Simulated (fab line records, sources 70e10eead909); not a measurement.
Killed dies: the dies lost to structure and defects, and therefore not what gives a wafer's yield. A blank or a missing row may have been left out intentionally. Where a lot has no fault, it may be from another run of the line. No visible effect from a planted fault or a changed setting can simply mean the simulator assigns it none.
Struck lot and sound lot, side by side | flow nand-harc | 15 steps out of a route of 1302
Sound: the wafers L175.1, L175.3, L175.5. Struck: wafers L177.2, L177.3. (L177.4 of the same lot was not struck and is left out.) The cause comes at the end.
Order at every step that has rows: each side's tool, ch and its chambers, its first start. Under that, the readings that differ: sound wafers | struck wafers | difference of the means | sigmas: that difference in standard deviations of wafers without a fault.
alike: a reading whose means differ by less than 2 such deviations, as well as words and numbers matching on both sides. not compared: withheld readings; readings where some wafer has no value; bounds like >300 that might hide an equal value; numbers whose values overlap and for which the record gives no deviation.
Wherever a step has rows on one side only, a row that says differs or no value, or a row with sigmas, the two part there. When numbers do not overlap yet have no deviation, they are printed without sigmas and do not part them. Lack of a reading on every wafer of one side parts them only where that side has two or more wafers.

NHARC_P_M2_INSPECT_11:
  sound: defect-inspect-01 at day 11 05:13; struck: defect-inspect-02 at day 12 13:03
  alike: raw-defect-count
then, 1 step without rows for these wafers: NHARC_P_M2_DESCUM_14 (chemistry O2, time 3 s).
NHARC_P_M2_ETCH_35: etches the open film in N2/H2, target depth 40 nm, overetch 12 nm, time 43.94 s.
  sound on rie-diel-12 ch 2,3, day 11 05:22; struck on rie-diel-10 ch 1,2, day 12 13:12
  alike: drypump-motor-current-A, oes-product-au, rf-vpp-V, showerhead-plenum-p-Torr, throttle-valve-pct
  not compared: rf-hours-counter-h
NHARC_P_M2_ETCH_15: etches the open film in C4F8/Ar, target depth 182.5 nm, time 91.2 s.
  sound: rie-diel-12 ch 1,2,3; struck: rie-diel-10 ch 1,3
  alike: oes-product-au, rf-vpp-V
  not compared: rf-hours-counter-h
NHARC_P_M2_CD_MEAS_16:
  sound: cd-sem-01 at day 11 05:35; struck: cd-sem-01 at day 12 13:25
  alike: cd-nm
then, 1 step without rows for these wafers: NHARC_P_M2_STRIP_18 (strips in N2/H2).
NHARC_P_M2_ETCH_28: etches the open film in CF4/N2, target depth 30 nm, time 72.99 s.
  sound: rie-diel-12 ch 0,1; struck: rie-diel-10 ch 0,2
  alike: drypump-motor-current-A, oes-product-au, rf-vpp-V, showerhead-plenum-p-Torr, throttle-valve-pct
  not compared: rf-hours-counter-h
then, 1 step without rows for these wafers: NHARC_P_M2_STRIP_19 (strips in post etch residue remover, time 600 s).
NHARC_P_M2_DEGAS_29: time 60 s.
  sound: pvd-sputter-03 at day 11 06:18; struck: pvd-sputter-03 at day 12 14:08
  alike: heater-power-w
then, 3 steps without rows for these wafers: NHARC_P_M2_PRE_CLEAN_30 (time 30 s); NHARC_P_M2_PVD_20 (deposits TaN, target thk 5 nm, time 8.06 s); NHARC_P_M2_PVD_21 (deposits Cu, target thk 30 nm, time 20.49 s).
NHARC_P_M2_ECD_22: material Cu, target thk 400 nm.
  sound on ecd-cu-01 ch 0,1, day 11 06:49; struck on ecd-cu-01 ch 1, day 12 14:33
  alike: bath-temp-c
NHARC_P_M2_ANNEAL_31: time 90 s.
  sound on rtp-anneal-01 ch 0, day 11 07:14; struck on rtp-anneal-01 ch 0, day 12 14:56
  alike: anneal-temp-c, wafer_temp_C_max
NHARC_P_M2_CMP_23: polishes, t overpolish 20 s, target thk 144.3 nm.
  sound on cmp-04 ch 1,2, day 11 07:34; struck on cmp-03 ch 0,1, day 12 15:13
  reading                | sound          | struck    | difference | sigmas
  time-to-endpoint-s (s) | 29.7 29.3 27.0 | 18.8 16.1 | -11.2      | -5
  alike: motor-current-A

WHERE THEY PART
At NHARC_P_M2_CMP_23 and nowhere else, as far as this record goes.

WHY: what had been put in by the simulator
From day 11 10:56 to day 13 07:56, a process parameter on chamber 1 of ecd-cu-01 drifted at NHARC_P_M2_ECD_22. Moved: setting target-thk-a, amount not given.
